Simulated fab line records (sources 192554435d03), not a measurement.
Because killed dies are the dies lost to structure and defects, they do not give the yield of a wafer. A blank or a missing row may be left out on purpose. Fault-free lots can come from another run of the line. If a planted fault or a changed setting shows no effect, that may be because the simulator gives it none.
fab line records	flow n5_finfet
record: lots: 6	wafers: 18	last_day: 17
route steps=1938 shown BEOL_M12@1653 BEOL_M13@1659
lots that met no fault: from a run of the same line without faults
start_h: hours from the record's opening day to when the first of the lot's shown wafers began	wait_h: how many hours have passed since the lot's step before this one	" repeats the value in the row above	L1.1+2: a row that stands for several wafers	- no value, or no start given	* or withheld: withheld	< > ~ a bound
route shown NAME@n: NAME is a module with steps in the file, n the number in the route of the first one	usual: the fault-free wafers' mean and standard deviation	same: alike in all rows	chamber/n: place in a boat	sites: the reading at each site	_std_site: the standard deviation of these	_edge_site: mean of outer sites minus mean of inner sites	radius_mm: how far each site lies from the wafer's centre	mask NAME#n: copy n	behind: the last tool/chamber to shape the wafer	hold: what put the lot on hold/how long, in hours/how the hold closed	device: the n, p or np transistor that did not switch	end of line: tests run on the same wafers once the route is complete	for a step that has no rows: nothing shown but its recipe	killed: dies lost to structure and defects at the first sort, not the wafer's yield	map: shows each die of a wafer: x if killed, . if not, _ if none is there
set.NAME: the setting as run; set.NAME@STEP: as run at that earlier step	model.NAME: the simulator's own value behind a step, which no gauge read
a table for each step, a row for each wafer; lots at some steps of the route
services: the hour from which a tool's chamber was out of use, counted from the record's first day as start_h (under 0 if before that day), plus the number of hours and why
== steps ==
step: N5_BEOL_M12_CMP_49
recipe: stop_on: SiOC	t_overpolish_s: 20.6	down_force_psi: 1	platen_rpm: 50	clearing_platen_down_force_psi: 1.5	clearing_platen_rpm: 50	post_cmp_clean: cu_alkaline	target_thk_nm: 320	clearing_platen_pad_velocity_m_s: 0.99484	pad_velocity_m_s: 0.99484
usual: barrier_field_endpoint_s: 30.3/0.61	head_pressure_psi: 1.0001/0.0025	motor_current_A: 6.2/0.57	overpolish_run_s: 20.600/0.0096	retaining_ring_pressure_frac: 1.000/0.005
lot.wafer	tool	chamber	start_h	wait_h	barrier_field_endpoint_s	head_pressure_psi	motor_current_A	overpolish_run_s	retaining_ring_pressure_frac
L201.1	cmp-03	3	252.09	0.3	30.4	1.0018	6.3	20.600	1.003
L201.4	"	2	"	"	29.9	0.9995	5.8	20.594	0.993
L201.6	"	0	"	"	29.9	1.0020	6.5	20.603	1.001
L205.1	cmp-03	2	271.30	0.5	30.5	0.9984	5.9	20.597	0.993
L205.2	"	1	"	"	30.5	1.0036	6.2	20.598	0.995
L205.5	"	3	"	"	31.5	0.9980	6.7	20.589	0.999
L209.1	cmp-03	2	313.08	0.3	30.0	0.9969	6.0	20.592	1.004
L209.5	"	2	"	"	30.5	1.0018	6.4	20.606	0.996
L209.6	"	3	"	"	30.5	1.0004	6.0	20.593	1.001
L213.4	cmp-01	2	316.78	0.2	30.8	0.9982	5.8	20.611	0.992
L213.6	"	0	"	"	30.4	1.0000	5.0	20.611	0.997
L213.5	"	1	"	"	30.0	1.0035	4.8	20.608	1.008
L216.3	cmp-03	0	345.34	0.2	30.3	0.9998	6.3	20.605	1.006
L216.1	"	2	"	"	30.3	0.9992	6.1	20.599	1.001
L216.5	"	3	"	"	30.6	1.0044	6.2	20.611	1.007
L219.2	cmp-02	1	370.45	0.2	29.8	1.0025	6.6	20.600	1.000
L219.4	"	0	"	"	28.9	1.0006	6.1	20.597	0.998
L219.6	"	1	"	"	29.3	1.0004	6.4	20.611	0.990
step: N5_BEOL_M12_THK_MEAS_50
recipe: thk_meas_gauge: xrf	reads: Cu_of_BEOL_M12_ECD_47
usual: M12_THK: 321/4
lot.wafer	tool	chamber	start_h	wait_h	M12_THK[nm]
L201.1	film_metro-02	-	252.38	-	320
L201.4	"	-	"	"	326
L201.6	"	-	"	"	322
L205.1	film_metro-01	-	271.59	-	316
L205.2	"	-	"	"	320
L205.5	"	-	"	"	323
L209.1	film_metro-02	-	313.37	-	323
L209.5	"	-	"	"	324
L209.6	"	-	"	"	325
L213.4	film_metro-02	-	317.00	-	317
L213.5	"	-	"	"	320
L213.6	"	-	"	"	319
L216.1	film_metro-01	-	345.59	-	327
L216.3	"	-	"	"	318
L216.5	"	-	"	"	319
L219.2	film_metro-01	-	370.75	-	313
L219.4	"	-	"	"	308
L219.6	"	-	"	"	310
step: N5_BEOL_M12_PRE_CLEAN_52
recipe: gas: NH3	time_s: 15	temp_c: withheld	rf_power_w: 300
step: N5_BEOL_M12_DEP_53
recipe: material: SiCN	target_thk_a: 300	temp_c: withheld	precursor: 3MS/NH3	pressure_torr: 3	rf_w: 675	time_s: 10.5
usual: showerhead_plenum_p_Torr: 4.160/0.03	throttle_valve_pct: 17.8/1.4
same: time_s: 10.5
lot.wafer	tool	chamber	start_h	wait_h	showerhead_plenum_p_Torr	throttle_valve_pct
L201.1	pecvd-03	2	252.45	0.0	4.144	16.1
L201.4	"	0	"	"	4.205	19.4
L201.6	"	2	"	"	4.130	16.0
L205.1	pecvd-02	0	271.66	0.0	4.190	19.5
L205.2	"	2	"	"	4.115	17.1
L205.5	"	2	"	"	4.118	17.1
L209.1	pecvd-02	1	313.44	0.0	4.138	17.6
L209.5	"	0	"	"	4.193	19.9
L209.6	"	1	"	"	4.133	17.7
L213.4	pecvd-02	1	317.07	0.0	4.149	17.7
L213.5	"	0	"	"	4.174	19.7
L213.6	"	2	"	"	4.125	17.3
L216.1	pecvd-04	0	345.66	0.0	4.174	17.8
L216.3	"	1	"	"	4.156	18.9
L216.5	"	2	"	"	4.127	16.8
L219.2	pecvd-02	2	370.81	0.0	4.122	17.6
L219.4	"	1	"	"	4.133	17.4
L219.6	"	0	"	"	4.182	19.9
step: N5_BEOL_M12_RS_MEAS_54
recipe: thk_meas_gauge: four-point-probe	reads: Cu_of_BEOL_M12_ECD_47+Ta_of_BEOL_M12_SPUTTER_44+TaN_of_BEOL_M12_SPUTTER_43
usual: M12_RS: 0.0598/0.00065
lot.wafer	tool	chamber	start_h	wait_h	M12_RS[ohm/sq]
L201.1	film_metro-01	-	252.51	0.0	0.0603
L201.4	"	-	"	"	0.0595
L201.6	"	-	"	"	0.0600
L205.1	film_metro-01	-	271.72	0.0	0.0607
L205.2	"	-	"	"	0.0601
L205.5	"	-	"	"	0.0594
L209.1	film_metro-01	-	313.50	0.0	0.0593
L209.5	"	-	"	"	0.0597
L209.6	"	-	"	"	0.0590
L213.4	film_metro-01	-	317.12	0.0	0.0609
L213.5	"	-	"	"	0.0602
L213.6	"	-	"	"	0.0604
L216.1	film_metro-02	-	345.72	0.0	0.0586
L216.3	"	-	"	"	0.0604
L216.5	"	-	"	"	0.0600
L219.2	film_metro-01	-	370.87	0.0	0.0605
L219.4	"	-	"	"	0.0610
L219.6	"	-	"	"	0.0605
step: N5_BEOL_M12_INSPECT_55
recipe: inspect_instrument: darkfield	mode: post_dep
usual: raw_defect_count: 66/24
lot.wafer	tool	chamber	start_h	wait_h	raw_defect_count
L201.1	defect_inspect-01	-	252.54	0.0	59
L201.4	"	-	"	"	66
L201.6	"	-	"	"	38
L205.1	defect_inspect-01	-	271.74	0.0	52
L205.2	"	-	"	"	56
L205.5	"	-	"	"	68
L209.1	defect_inspect-01	-	313.53	0.0	44
L209.5	"	-	"	"	78
L209.6	"	-	"	"	50
L213.4	defect_inspect-02	-	317.15	0.0	61
L213.5	"	-	"	"	87
L213.6	"	-	"	"	98
L216.1	defect_inspect-01	-	345.75	0.0	73
L216.3	"	-	"	"	81
L216.5	"	-	"	"	124
L219.2	defect_inspect-01	-	370.90	0.0	77
L219.4	"	-	"	"	44
L219.6	"	-	"	"	65
step: N5_BEOL_M13_ILD_DEP_00
recipe: material: SiOC	target_thk_a: 8379.2	temp_c: 350	precursor: DEMS/O2	pressure_torr: 5	rf_w: 500	time_s: 166.4
usual: heater_power_w: 504/77	showerhead_plenum_p_Torr: 5.693/0.015	throttle_valve_pct: 12.0/0.71
same: time_s: 166.4
lot.wafer	tool	chamber	start_h	wait_h	heater_power_w	showerhead_plenum_p_Torr	throttle_valve_pct
L201.1	pecvd-04	1	252.57	0.0	448	5.705	12.5
L201.4	"	1	"	"	470	5.680	12.5
L201.6	"	2	"	"	507	5.677	11.2
L205.1	pecvd-03	1	271.78	0.0	735	5.712	10.7
L205.2	"	0	"	"	475	5.720	13.2
L205.5	"	1	"	"	754	5.709	10.7
L209.1	pecvd-01	2	313.56	0.0	554	5.675	12.1
L209.5	"	2	"	"	453	5.667	12.2
L209.6	"	0	"	"	399	5.701	12.5
L213.4	pecvd-04	0	317.24	0.1	492	5.715	11.8
L213.5	"	2	"	"	494	5.681	11.1
L213.6	"	1	"	"	409	5.700	12.5
L216.1	pecvd-04	2	345.78	0.0	507	5.682	11.1
L216.3	"	1	"	"	493	5.689	12.3
L216.5	"	0	"	"	479	5.710	11.7
L219.2	pecvd-03	2	370.94	0.0	443	5.681	10.7
L219.4	"	1	"	"	684	5.721	10.8
L219.6	"	2	"	"	488	5.695	11.1
step: N5_BEOL_M13_THK_MEAS_01
recipe: reads: SiOC_of_BEOL_M13_ILD_DEP_00
usual: M13_ILD_THK: 840/10
lot.wafer	tool	chamber	start_h	wait_h	M13_ILD_THK[nm]
L201.1	film_metro-01	-	252.72	0.1	830
L201.4	"	-	"	"	834
L201.6	"	-	"	"	847
L205.1	film_metro-01	-	271.93	0.1	831
L205.2	"	-	"	"	825
L205.5	"	-	"	"	841
L209.1	film_metro-01	-	313.71	0.1	845
L209.5	"	-	"	"	855
L209.6	"	-	"	"	850
L213.4	film_metro-01	-	317.34	0.0	847
L213.5	"	-	"	"	853
L213.6	"	-	"	"	855
L216.1	film_metro-02	-	345.93	0.1	837
L216.3	"	-	"	"	847
L216.5	"	-	"	"	857
L219.2	film_metro-02	-	371.09	0.1	824
L219.4	"	-	"	"	855
L219.6	"	-	"	"	846
step: N5_BEOL_M13_COAT_58
recipe: resist: BARC	temp_c: 205	time_s: 60	spin_rpm: 1500	resist_thk_nm: 89
step: N5_BEOL_M13_COAT_04
recipe: spin_rpm: 1625	resist_thk_nm: 400
step: N5_BEOL_M13_EBR_06
recipe: solvent: PGMEA	ebr_width_mm: 1.5
step: N5_BEOL_M13_SOFTBAKE_05
recipe: temp_c: 130	time_s: 60
step: N5_BEOL_M13_EXPOSE_07
recipe: mask_id: V12	na: 0.93	source_shape: conventional	sigma_outer: 0.6	polarization: unpolarized	attpsm_phase_deg: 180	dose_mj: 24.8
usual: exposure_dose_mJ_cm2: 24.96/0.11	focus_offset_nm: -0.1/0.58
lot.wafer	tool	chamber	start_h	wait_h	mask	exposure_dose_mJ_cm2	focus_offset_nm
L201.1	krf_scanner-01	0	252.98	-	V12#0	24.99	-0.6
L201.4	"	0	"	"	V12#0	25.00	-0.2
L201.6	"	0	"	"	V12#0	25.01	-0.6
L205.1	krf_scanner-02	0	272.19	-	V12#0	24.82	-0.6
L205.2	"	0	"	"	V12#0	24.77	-1.3
L205.5	"	0	"	"	V12#0	24.77	0.2
L209.1	krf_scanner-01	-	313.85	-	V12#0	-	-
L209.5	"	-	"	"	V12#0	-	-
L209.6	"	-	"	"	V12#0	-	-
L213.4	krf_scanner-01	-	317.48	-	V12#0	-	-
L213.5	"	-	"	"	V12#0	-	-
L213.6	"	-	"	"	V12#0	-	-
L216.1	krf_scanner-01	0	346.06	-	V12#0	24.98	-0.7
L216.3	"	0	"	"	V12#0	25.03	0.4
L216.5	"	0	"	"	V12#0	25.03	-0.7
L219.2	krf_scanner-01	0	371.22	-	V12#0	24.98	-0.3
L219.4	"	0	"	"	V12#0	24.97	-0.3
L219.6	"	0	"	"	V12#0	24.99	-0.9
step: N5_BEOL_M13_PEB_08
recipe: peb_temp_c: 130	peb_time_s: 90
== services ==
tool	chamber	start_h	hours	kind
krf_scanner-01	-	231.62	1.3	pm
cmp-02	-	238.10	4.6	pm
cmp-02	-	252.18	7.7	pm
cmp-03	-	253.17	1.7	repair
krf_scanner-01	-	257.76	1.0	pm
cmp-02	-	280.94	4.0	pm
cmp-02	-	284.94	-	consumable_replace:conditioner
cmp-02	-	284.94	-	consumable_replace:pad
krf_scanner-02	-	295.81	0.8	pm
krf_scanner-02	-	297.18	3.6	pm
krf_scanner-02	-	303.18	1.0	pm
krf_scanner-02	-	309.57	1.3	pm
krf_scanner-02	0	313.83	-	calibration
cmp-03	-	319.36	1.1	repair
pecvd-03	-	329.53	5.4	repair
cmp-01	-	342.55	1.5	repair
pecvd-04	2	352.93	2.1	scheduled_down
krf_scanner-01	-	357.03	0.8	pm
krf_scanner-01	0	362.66	-	calibration
pecvd-01	0	368.99	5.5	scheduled_down
== key ==
first_sign: step: N5_BEOL_M13_EXPOSE_07	reading: tool_record	direction: missing
effect none on later readings
met_at N5_BEOL_M13_EXPOSE_07
struck_wafers L209.1,L209.5,L209.6,L213.4,L213.5,L213.6
later_rows_left_out L209.1,L209.5,L209.6,L213.4,L213.5,L213.6
sort_left_out L209.1,L209.5,L209.6,L213.4,L213.5,L213.6
onset_between 252.98 313.85
fault: kind: skipped_step_whole	tool: krf_scanner-01	chamber: -	onset_h: 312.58	steps: N5_BEOL_M13_EXPOSE_07	scope: struck_lots_only
sort_left_out: the simulated sort isn't trusted on such a fault, so these wafers' sort isn't shown, and their yield isn't known
later_rows_left_out: the simulator's readings of these wafers behind a module that went badly wrong aren't trusted and aren't shown, but for the sort
